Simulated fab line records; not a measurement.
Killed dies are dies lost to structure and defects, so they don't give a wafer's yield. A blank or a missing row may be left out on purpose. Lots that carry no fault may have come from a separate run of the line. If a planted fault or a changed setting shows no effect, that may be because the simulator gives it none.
What tool caused it? / flow n5Finfet / 10 lots, 27 wafers sampled, at 5 steps of a route of 1938

== WHAT THE GAUGES READ, wafer by wafer ==
N5_BEOL_M10_OVL_MEAS_12. Usual: M10_OVL 0.3 nm, standard deviation 0.83.
lot=L959; measured=day 10 11:34; on=overlay-01; M10_OVL (nm)=-0.1 -0.2; flag=
lot=L961; measured=day 11 05:46; on=overlay-01; M10_OVL (nm)=0.4 -0.1 0.8; flag=
lot=L962; measured=day 11 16:42; on=overlay-01; M10_OVL (nm)=1.0 0.2 0.1; flag=
lot=L968; measured=day 12 19:26; on=overlay-02; M10_OVL (nm)=-0.6 0.9 1.2; flag=
lot=L974; measured=day 14 09:55; on=overlay-02; M10_OVL (nm)=1.0 1.5 1.6; flag=
lot=L973; measured=day 14 13:50; on=overlay-02; M10_OVL (nm)=0.3 1.7 -0.2; flag=
lot=L976; measured=day 14 17:13; on=overlay-02; M10_OVL (nm)=1.0 -0.3 0.7; flag=
lot=L977; measured=day 15 15:20; on=overlay-02; M10_OVL (nm)=1.8 0.7; flag=
lot=L979; measured=day 15 20:43; on=overlay-02; M10_OVL (nm)=-0.1 -0.7; flag=
lot=L980; measured=day 16 00:41; on=overlay-01; M10_OVL (nm)=1.4 0.4 -0.1; flag=

N5_BEOL_M10_INSPECT_30: inspects for defects (brightfield). Usual: rawDefectCount reads 386 (standard deviation 89).
lot=L959; measured=day 10 12:56; on=defectInspect-02; rawDefectCount=325 407; flag=
lot=L961; measured=day 11 10:26; on=defectInspect-02; rawDefectCount=344 376 474; flag=
lot=L962; measured=day 11 18:10; on=defectInspect-01; rawDefectCount=428 494 389; flag=
lot=L968; measured=day 13 00:12; on=defectInspect-01; rawDefectCount=400 1187 372; flag=
lot=L974; measured=day 14 12:11; on=defectInspect-02; rawDefectCount=360 284 344; flag=
lot=L973; measured=day 14 15:34; on=defectInspect-01; rawDefectCount=467 485 409; flag=
lot=L976; measured=day 14 19:30; on=defectInspect-02; rawDefectCount=260 431 302; flag=
lot=L977; measured=day 15 18:22; on=defectInspect-01; rawDefectCount=445 498; flag=
lot=L979; measured=day 15 23:59; on=defectInspect-02; rawDefectCount=440 361; flag=
lot=L980; measured=day 16 01:32; on=defectInspect-02; rawDefectCount=562 441 357; flag=

== EACH LOT AND THE TOOL THAT RAN IT (in order: tool; ch and the chambers of the sampled wafers; start) ==
lot=L959; N5_BEOL_M9_CMP_52=cmp-01 ch 0,2, day 10 08:37; N5_BEOL_M10_DESCUM_16=rieDiel-03 ch 0,3, day 10 11:37; N5_BEOL_M10_ETCH_62=rieDiel-03 ch 0,3, day 10 11:43
lot=L961; N5_BEOL_M9_CMP_52=cmp-02 ch 0,1, day 11 03:04; N5_BEOL_M10_DESCUM_16=rieDiel-02 ch 0,3, day 11 05:50; N5_BEOL_M10_ETCH_62=rieDiel-02 ch 0,3, day 11 05:55
lot=L962; N5_BEOL_M9_CMP_52=cmp-03 ch 1,2, day 11 14:34; N5_BEOL_M10_DESCUM_16=rieDiel-02 ch 0,1,3, day 11 16:55; N5_BEOL_M10_ETCH_62=rieDiel-02 ch 0,1,3, day 11 17:01
lot=L968; N5_BEOL_M9_CMP_52=cmp-03 ch 0,2,3, day 12 17:20; N5_BEOL_M10_DESCUM_16=rieDiel-02 ch 0,1,3, day 12 19:38; N5_BEOL_M10_ETCH_62=rieDiel-02 ch 0,1,3, day 12 19:43
lot=L974; N5_BEOL_M9_CMP_52=cmp-01 ch 0,2,3, day 14 07:03; N5_BEOL_M10_DESCUM_16=rieDiel-03 ch 0,1,3, day 14 09:59; N5_BEOL_M10_ETCH_62=rieDiel-03 ch 0,1,3, day 14 10:04
lot=L973; N5_BEOL_M9_CMP_52=cmp-02 ch 2,3, day 14 11:28; N5_BEOL_M10_DESCUM_16=rieDiel-03 ch 0,1,2, day 14 13:57; N5_BEOL_M10_ETCH_62=rieDiel-03 ch 0,1,2, day 14 14:02
lot=L976; N5_BEOL_M9_CMP_52=cmp-03 ch 0,2,3, day 14 14:51; N5_BEOL_M10_DESCUM_16=rieDiel-06 ch 1,3, day 14 17:16; N5_BEOL_M10_ETCH_62=rieDiel-06 ch 1,3, day 14 17:21
lot=L977; N5_BEOL_M9_CMP_52=cmp-02 ch 0, day 15 12:55; N5_BEOL_M10_DESCUM_16=rieDiel-06 ch 2,3, day 15 16:55; N5_BEOL_M10_ETCH_62=rieDiel-06 ch 2,3, day 15 17:01
lot=L979; N5_BEOL_M9_CMP_52=cmp-03 ch 0,1, day 15 18:19; N5_BEOL_M10_DESCUM_16=rieDiel-02 ch 1,3, day 15 20:55; N5_BEOL_M10_ETCH_62=rieDiel-02 ch 1,3, day 15 21:01
lot=L980; N5_BEOL_M9_CMP_52=cmp-02 ch 1,2,3, day 15 20:50; N5_BEOL_M10_DESCUM_16=rieDiel-03 ch 0,1,3, day 16 00:45; N5_BEOL_M10_ETCH_62=rieDiel-03 ch 0,1,3, day 16 00:50
- N5_BEOL_M9_CMP_52: polishes, stops on SiCOH lowk, t overpolish 7 s, target thk 140 nm.
- N5_BEOL_M10_DESCUM_16: chemistry O2, time 7.9 s.
- N5_BEOL_M10_ETCH_62: etches SOC in N2/H2, target depth 110 nm, overetch 22 nm, time 165 s.

== AS READ BY THE TOOLS THEMSELVES (means over the sampled wafers that have a number; for cases with no such wafer, the mark the record gives instead) ==
N5_BEOL_M9_CMP_52. Usual: barrierFieldEndpointS 29.0 s, standard deviation 0.71; motorCurrentA 6.4 A, standard deviation 0.8; overpolishRunS 6.998 s, standard deviation 0.0091; padLifeWafers 814, standard deviation 560; retainingRingPressureFrac 1.000, standard deviation 0.005; timeToEndpointS 66 s, standard deviation 3.4.
lot=L959; tool=cmp-01; barrierFieldEndpointS (s)=28.8; motorCurrentA (A)=7.0; overpolishRunS (s)=7.006; padLifeWafers=1915; retainingRingPressureFrac=0.998; timeToEndpointS (s)=65; flag=
lot=L961; tool=cmp-02; barrierFieldEndpointS (s)=28.5; motorCurrentA (A)=6.4; overpolishRunS (s)=7.004; padLifeWafers=188; retainingRingPressureFrac=0.997; timeToEndpointS (s)=62; flag=
lot=L962; tool=cmp-03; barrierFieldEndpointS (s)=28.5; motorCurrentA (A)=7.0; overpolishRunS (s)=6.994; padLifeWafers=906; retainingRingPressureFrac=1.003; timeToEndpointS (s)=64; flag=
lot=L968; tool=cmp-03; barrierFieldEndpointS (s)=29.5; motorCurrentA (A)=5.7; overpolishRunS (s)=6.993; padLifeWafers=1153; retainingRingPressureFrac=1.000; timeToEndpointS (s)=70; flag=
lot=L974; tool=cmp-01; barrierFieldEndpointS (s)=28.7; motorCurrentA (A)=7.0; overpolishRunS (s)=7.004; padLifeWafers=463; retainingRingPressureFrac=1.000; timeToEndpointS (s)=61; flag=
lot=L973; tool=cmp-02; barrierFieldEndpointS (s)=29.6; motorCurrentA (A)=6.2; overpolishRunS (s)=6.996; padLifeWafers=834; retainingRingPressureFrac=0.997; timeToEndpointS (s)=66; flag=
lot=L976; tool=cmp-03; barrierFieldEndpointS (s)=29.6; motorCurrentA (A)=5.9; overpolishRunS (s)=6.996; padLifeWafers=1532; retainingRingPressureFrac=0.997; timeToEndpointS (s)=72; flag=
lot=L977; tool=cmp-02; barrierFieldEndpointS (s)=28.8; motorCurrentA (A)=5.3; overpolishRunS (s)=7.004; padLifeWafers=979; retainingRingPressureFrac=0.999; timeToEndpointS (s)=66; flag=
lot=L979; tool=cmp-03; barrierFieldEndpointS (s)=30.7; motorCurrentA (A)=6.9; overpolishRunS (s)=6.992; padLifeWafers=1760; retainingRingPressureFrac=0.998; timeToEndpointS (s)=70; flag=
lot=L980; tool=cmp-02; barrierFieldEndpointS (s)=29.1; motorCurrentA (A)=6.4; overpolishRunS (s)=6.990; padLifeWafers=1040; retainingRingPressureFrac=1.002; timeToEndpointS (s)=64; flag=

N5_BEOL_M10_DESCUM_16. Usual: biasPowerW 20.00 W, standard deviation 0.058; drypumpMotorCurrentA 5.7 A, standard deviation 0.44; oesProductAu 0.82 a.u., standard deviation 0.061; rfFwdPowerW 49.45 W, standard deviation 0.23; rfVppV 243.6 V, standard deviation 1.4; showerheadPlenumPTorr 2.12 Torr, standard deviation 0.068; tempC 39.99 C, standard deviation 0.12; throttleValvePct 20.33 %, standard deviation 0.25.
lot=L959; tool=rieDiel-03; biasPowerW (W)=19.95; drypumpMotorCurrentA (A)=5.9; oesProductAu (a.u.)=0.82; rfFwdPowerW (W)=49.20; rfVppV (V)=243.1; showerheadPlenumPTorr (Torr)=2.11; tempC (C)=39.91; throttleValvePct (%)=20.49; flag=
lot=L961; tool=rieDiel-02; biasPowerW (W)=20.05; drypumpMotorCurrentA (A)=6.0; oesProductAu (a.u.)=0.85; rfFwdPowerW (W)=49.36; rfVppV (V)=242.1; showerheadPlenumPTorr (Torr)=2.06; tempC (C)=39.99; throttleValvePct (%)=20.47; flag=
lot=L962; tool=rieDiel-02; biasPowerW (W)=20.02; drypumpMotorCurrentA (A)=5.7; oesProductAu (a.u.)=0.87; rfFwdPowerW (W)=49.42; rfVppV (V)=243.6; showerheadPlenumPTorr (Torr)=2.09; tempC (C)=39.92; throttleValvePct (%)=20.24; flag=
lot=L968; tool=rieDiel-02; biasPowerW (W)=19.96; drypumpMotorCurrentA (A)=5.7; oesProductAu (a.u.)=0.85; rfFwdPowerW (W)=49.41; rfVppV (V)=242.7; showerheadPlenumPTorr (Torr)=2.08; tempC (C)=39.90; throttleValvePct (%)=20.26; flag=
lot=L974; tool=rieDiel-03; biasPowerW (W)=20.05; drypumpMotorCurrentA (A)=5.8; oesProductAu (a.u.)=0.80; rfFwdPowerW (W)=49.50; rfVppV (V)=245.0; showerheadPlenumPTorr (Torr)=2.15; tempC (C)=39.96; throttleValvePct (%)=20.52; flag=
lot=L973; tool=rieDiel-03; biasPowerW (W)=20.03; drypumpMotorCurrentA (A)=5.7; oesProductAu (a.u.)=0.81; rfFwdPowerW (W)=49.26; rfVppV (V)=245.0; showerheadPlenumPTorr (Torr)=2.17; tempC (C)=39.98; throttleValvePct (%)=20.60; flag=
lot=L976; tool=rieDiel-06; biasPowerW (W)=19.97; drypumpMotorCurrentA (A)=5.9; oesProductAu (a.u.)=0.77; rfFwdPowerW (W)=49.71; rfVppV (V)=243.9; showerheadPlenumPTorr (Torr)=2.12; tempC (C)=40.07; throttleValvePct (%)=20.30; flag=
lot=L977; tool=rieDiel-06; biasPowerW (W)=20.00; drypumpMotorCurrentA (A)=5.4; oesProductAu (a.u.)=0.79; rfFwdPowerW (W)=49.62; rfVppV (V)=244.4; showerheadPlenumPTorr (Torr)=2.14; tempC (C)=40.02; throttleValvePct (%)=20.09; flag=
lot=L979; tool=rieDiel-02; biasPowerW (W)=20.00; drypumpMotorCurrentA (A)=5.3; oesProductAu (a.u.)=0.82; rfFwdPowerW (W)=49.60; rfVppV (V)=242.1; showerheadPlenumPTorr (Torr)=2.11; tempC (C)=40.15; throttleValvePct (%)=20.09; flag=
lot=L980; tool=rieDiel-03; biasPowerW (W)=20.01; drypumpMotorCurrentA (A)=5.8; oesProductAu (a.u.)=0.78; rfFwdPowerW (W)=49.44; rfVppV (V)=243.7; showerheadPlenumPTorr (Torr)=2.14; tempC (C)=39.99; throttleValvePct (%)=20.56; flag=

N5_BEOL_M10_ETCH_62. Usual: value, then standard deviation, for each; drypumpMotorCurrentA 5.7 A / 0.44; oesProductAu 0.69 a.u. / 0.045; rfFwdPowerW 837.8 W / 2.6; rfVppV 524.9 V / 2.4; showerheadPlenumPTorr 2.58 Torr / 0.085; tempC 40.00 C / 0.12; throttleValvePct 17.74 % / 0.27.
lot=L959; tool=rieDiel-03; drypumpMotorCurrentA (A)=5.8; oesProductAu (a.u.)=0.69; rfFwdPowerW (W)=838.4; rfVppV (V)=525.0; showerheadPlenumPTorr (Torr)=2.56; tempC (C)=39.78; throttleValvePct (%)=17.98; flag=
lot=L961; tool=rieDiel-02; drypumpMotorCurrentA (A)=5.9; oesProductAu (a.u.)=0.71; rfFwdPowerW (W)=835.7; rfVppV (V)=523.7; showerheadPlenumPTorr (Torr)=2.51; tempC (C)=40.06; throttleValvePct (%)=17.91; flag=
lot=L962; tool=rieDiel-02; drypumpMotorCurrentA (A)=5.7; oesProductAu (a.u.)=0.72; rfFwdPowerW (W)=838.6; rfVppV (V)=523.8; showerheadPlenumPTorr (Torr)=2.54; tempC (C)=40.08; throttleValvePct (%)=17.70; flag=
lot=L968; tool=rieDiel-02; drypumpMotorCurrentA (A)=5.7; oesProductAu (a.u.)=0.71; rfFwdPowerW (W)=836.4; rfVppV (V)=523.7; showerheadPlenumPTorr (Torr)=2.54; tempC (C)=40.02; throttleValvePct (%)=17.70; flag=
lot=L974; tool=rieDiel-03; drypumpMotorCurrentA (A)=5.8; oesProductAu (a.u.)=0.68; rfFwdPowerW (W)=836.9; rfVppV (V)=526.3; showerheadPlenumPTorr (Torr)=2.59; tempC (C)=40.00; throttleValvePct (%)=17.88; flag=
lot=L973; tool=rieDiel-03; drypumpMotorCurrentA (A)=5.8; oesProductAu (a.u.)=0.68; rfFwdPowerW (W)=836.2; rfVppV (V)=526.9; showerheadPlenumPTorr (Torr)=2.63; tempC (C)=40.06; throttleValvePct (%)=18.02; flag=
lot=L976; tool=rieDiel-06; drypumpMotorCurrentA (A)=5.9; oesProductAu (a.u.)=0.65; rfFwdPowerW (W)=840.8; rfVppV (V)=524.5; showerheadPlenumPTorr (Torr)=2.58; tempC (C)=40.05; throttleValvePct (%)=17.67; flag=
lot=L977; tool=rieDiel-06; drypumpMotorCurrentA (A)=5.4; oesProductAu (a.u.)=0.66; rfFwdPowerW (W)=839.0; rfVppV (V)=526.6; showerheadPlenumPTorr (Torr)=2.61; tempC (C)=40.03; throttleValvePct (%)=17.63; flag=
lot=L979; tool=rieDiel-02; drypumpMotorCurrentA (A)=5.3; oesProductAu (a.u.)=0.69; rfFwdPowerW (W)=836.5; rfVppV (V)=524.7; showerheadPlenumPTorr (Torr)=2.56; tempC (C)=40.05; throttleValvePct (%)=17.55; flag=
lot=L980; tool=rieDiel-03; drypumpMotorCurrentA (A)=5.8; oesProductAu (a.u.)=0.66; rfFwdPowerW (W)=837.7; rfVppV (V)=524.9; showerheadPlenumPTorr (Torr)=2.59; tempC (C)=40.02; throttleValvePct (%)=17.90; flag=

== THE ANSWER, worked out from the rows above alone ==
Rule: take the mean of a lot's wafers that have a number; if it is more than 3 standard deviations from the usual mean, the lot is off. Also off: a lot with no number at a reading for which 4 or more lots have one. The other lots that the step has rows for count as sound. Order of review: gauges by route order, followed by the tools' own readings, for which a lot's mean as printed above is used. At the first step where some lot is off, the reading lying furthest off is the one used; lots without a number count as furthest.
No lot is off at any reading shown: from this, nothing can be told.

== WHAT THE SIMULATOR HAD INSERTED ==
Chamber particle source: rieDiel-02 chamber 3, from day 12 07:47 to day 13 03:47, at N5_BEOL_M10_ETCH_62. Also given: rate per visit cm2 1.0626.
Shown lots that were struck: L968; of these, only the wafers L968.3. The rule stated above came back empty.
